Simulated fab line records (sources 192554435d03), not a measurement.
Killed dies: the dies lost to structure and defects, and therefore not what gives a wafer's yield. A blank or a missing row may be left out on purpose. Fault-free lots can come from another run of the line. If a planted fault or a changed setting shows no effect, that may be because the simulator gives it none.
8D (eight disciplines) problem report, filled in by code / flow n5-finfet / the parts of the form that need people (team, actions taken, sign-off) are left out

## 1. WHAT IS WRONG
Wafers without a fault read 170.0 W, standard deviation 0.54; bias-w at N5_BEOL_M3_VIA_ETCH_34 reads a mean of 188.1 W on 6 wafers belonging to 2 lots. Measured from the usual mean, that is +33 standard deviations.
The step: etches the open film in C4F6/O2, target depth 69.4 nm, time 65.9 s.
The first sign was on wafer L900.1 at day 11 04:26, on rie-diel-01. The record has a number at this step for 24 wafers belonging to 9 lots. By rule, "out" or "out of limits" means more than 4 standard deviations away from the usual mean. The other wafers with a number count as sound.

## 2. WHAT IT IS; WHAT IT IS NOT
question=which readings at this step | is=bias-w | is not=chamber-pressure-mTorr, drypump-motor-current-A, showerhead-plenum-p-Torr, throttle-valve-pct
question=which lots | is=L900, L905 | is not=L885, L886, L892, L902, L906, L907, L908
question=which wafers of those lots | is=all that have a number | is not=-
question=read on which tools | is=rie-diel-01 | is not=rie-diel-03, rie-diel-05
question=when | is=from day 11 04:26 | is not=up to then (10 sound wafers); but 8 sound wafers of L906, L907, L908 came after

## 3. THE SUSPECTS, EACH WITH WHAT RULES IT OUT
Counting: a tool at any process step up to the reading remains a suspect when it ran all the lots that are out and ran no sound lot after the first of those.
- rie-diel-03 at N5_BEOL_M3_STRIP_19 (strips in O2): ruled out as a lasting fault. The sound lots L907, L908 went through it after L900, its earliest lot that is out (day 11 02:14).
- rie-diel-01 at N5_BEOL_M3_ETCHBACK_99 (etches SiO2 in CHF3, target depth 5 nm, time 10.4 s): kept. All lots that are out passed through it, beginning with L900 at day 11 04:19, and no sound lot followed; its final sound lot before that point was L902 at day 10 21:39.
- rie-diel-01 at N5_BEOL_M3_VIA_ETCH_34 (etches the open film in C4F6/O2, target depth 69.4 nm, time 65.9 s): kept. All lots that are out passed through it, beginning with L900 at day 11 04:26, and no sound lot followed; its final sound lot before that point was L902 at day 10 21:47. Its own readings are out on those wafers: bias-w.
After counting, rie-diel-01 at N5_BEOL_M3_ETCHBACK_99 and rie-diel-01 at N5_BEOL_M3_VIA_ETCH_34 remain.

## 4. THE CAUSE (what the simulator had put in)
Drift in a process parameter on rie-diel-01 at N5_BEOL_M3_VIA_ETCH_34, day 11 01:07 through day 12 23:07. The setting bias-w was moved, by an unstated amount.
2 suspects survive the count, and this tool is in that group.

## 5. THE EFFECT CHAIN, in route order
Rows list readings where the struck wafers' mean (over those with a number) sits beyond 3 standard deviations from the usual. Only readings whose record carries a usual standard deviation are examined. hours: median over the lots of the time between each lot's start at the first step of this table that gives one and its start at this step. sigmas: the change, counted in usual standard deviations.
hours=0; step=N5_BEOL_M3_VIA_ETCH_34; reading=bias-w; usual=170.0 W; on struck wafers=188.1; change=+18.1; sigmas=+33
hours=0; step=N5_BEOL_M3_VIA_ETCH_34; reading=rf-vpp-V; usual=663 V; on struck wafers=719; change=+56; sigmas=+4.0
Process steps it contains:
- N5_BEOL_M3_VIA_ETCH_34: etches the open film in C4F6/O2, target depth 69.4 nm, time 65.9 s.
Later measuring or inspecting steps at which every struck wafer that the step has a row for has a number for every such reading, and none has moved that far: N5_BEOL_M4_RC_MEAS_101.

## 6. WHAT WOULD HAVE CAUGHT IT SOONER
In this record the first reading out of limits was taken at day 11 04:26, 3 hours after the fault began at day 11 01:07.
